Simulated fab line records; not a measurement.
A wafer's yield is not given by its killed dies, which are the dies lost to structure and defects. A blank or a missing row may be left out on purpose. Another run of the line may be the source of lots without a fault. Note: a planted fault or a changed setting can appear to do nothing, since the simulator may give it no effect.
The tool behind it: which one? :: flow nand-harc :: 18 wafers from 6 lots sampled at 4 of the route's 1302 steps

== WHAT EACH GAUGE READ, for each wafer ==
NHARC_A_ONON_D2_THK_MEAS_24: measures by ellipsometry.
lot: L237
measured: day 13 17:04
on: film-metro-02
thk-nm (nm): 996 996 996

lot: L236
measured: day 15 20:48
on: film-metro-02
thk-nm (nm): 1001 1001 1001

lot: L243
measured: day 16 01:38
on: film-metro-01
thk-nm (nm): 996 1323 999

lot: L248
measured: day 18 23:09
on: film-metro-02
thk-nm (nm): 1004 1007 1007

lot: L254
measured: day 20 16:17
on: film-metro-02
thk-nm (nm): 1012 1009 1012

lot: L257
measured: day 21 13:08
on: film-metro-02
thk-nm (nm): 1005 1004 1007

== WHICH TOOL RAN EACH LOT (tool, then ch and the chambers of the sampled wafers, then the start) ==
lot: L237
NHARC_A_CHANNEL_FILL_D1_ETCHBACK_19: rie-si-01 ch 0,2,3, day 10 21:38
NHARC_A_DECK1_JOINT_ETCHBACK_00: rie-si-02 ch 2,3, day 12 08:13
NHARC_A_ONON_D2_DEP_22: pecvd-onon-04 ch 0, day 13 16:33

lot: L236
NHARC_A_CHANNEL_FILL_D1_ETCHBACK_19: rie-si-04 ch 0,1,3, day 12 11:29
NHARC_A_DECK1_JOINT_ETCHBACK_00: rie-si-06 ch 0,1,2, day 13 22:00
NHARC_A_ONON_D2_DEP_22: pecvd-onon-01 ch 0, day 15 20:18

lot: L243
NHARC_A_CHANNEL_FILL_D1_ETCHBACK_19: rie-si-03 ch 0,2,3, day 13 01:22
NHARC_A_DECK1_JOINT_ETCHBACK_00: rie-si-02 ch 0,1,3, day 14 12:08
NHARC_A_ONON_D2_DEP_22: pecvd-onon-04 ch 0, day 16 01:08

lot: L248
NHARC_A_CHANNEL_FILL_D1_ETCHBACK_19: rie-si-04 ch 0,2,3, day 15 19:11
NHARC_A_DECK1_JOINT_ETCHBACK_00: rie-si-05 ch 0,1,2, day 17 08:29
NHARC_A_ONON_D2_DEP_22: pecvd-onon-01 ch 0, day 18 22:38

lot: L254
NHARC_A_CHANNEL_FILL_D1_ETCHBACK_19: rie-si-04 ch 0,1, day 17 15:20
NHARC_A_DECK1_JOINT_ETCHBACK_00: rie-si-06 ch 0,1, day 19 06:14
NHARC_A_ONON_D2_DEP_22: pecvd-onon-01 ch 0, day 20 15:53

lot: L257
NHARC_A_CHANNEL_FILL_D1_ETCHBACK_19: rie-si-04 ch 0,1, day 18 20:35
NHARC_A_DECK1_JOINT_ETCHBACK_00: rie-si-05 ch 0,1, day 20 06:59
NHARC_A_ONON_D2_DEP_22: pecvd-onon-01 ch 0, day 21 12:37
- NHARC_A_CHANNEL_FILL_D1_ETCHBACK_19: etches the open film in HBr/Cl2, target depth 5 nm, time 1.7 s.
- NHARC_A_DECK1_JOINT_ETCHBACK_00: etches the open film in HBr, target depth 30 nm, time 17.4 s.
- NHARC_A_ONON_D2_DEP_22: target thk 1000 nm.

== THE ANSWER, worked out from the rows above alone ==
Rule: usual is defined by the lots themselves. The widest of any qualifying gaps counts: lots, ordered by their means at a reading, are off when they make up no more than a third of the lots, leave a main group of 4 or more, and stand apart from it by 3 or more times the standard deviation of that group's means. A main group whose means are all the same, to the digits that the tables above print for the reading, isn't used. A lot without any number at a reading at which 4 lots or more have one is off too. Where the step has rows for the other lots, those lots are counted as sound.
Off: L243, at NHARC_A_ONON_D2_THK_MEAS_24 (thk-nm). Mean 1004 nm and standard deviation 5.1 in the main group.
A tool fits if, at a process step before that reading, it ran every lot that is off, and no sound lot after the first of them. The gauges at NHARC_A_ONON_D2_THK_MEAS_24 are tried like those tools. Can't be told from this: 4 tools fit, rie-si-03 at NHARC_A_CHANNEL_FILL_D1_ETCHBACK_19, rie-si-02 at NHARC_A_DECK1_JOINT_ETCHBACK_00, pecvd-onon-04 at NHARC_A_ONON_D2_DEP_22, film-metro-01 at NHARC_A_ONON_D2_THK_MEAS_24.

== WHAT THE SIMULATOR HAD INSERTED ==
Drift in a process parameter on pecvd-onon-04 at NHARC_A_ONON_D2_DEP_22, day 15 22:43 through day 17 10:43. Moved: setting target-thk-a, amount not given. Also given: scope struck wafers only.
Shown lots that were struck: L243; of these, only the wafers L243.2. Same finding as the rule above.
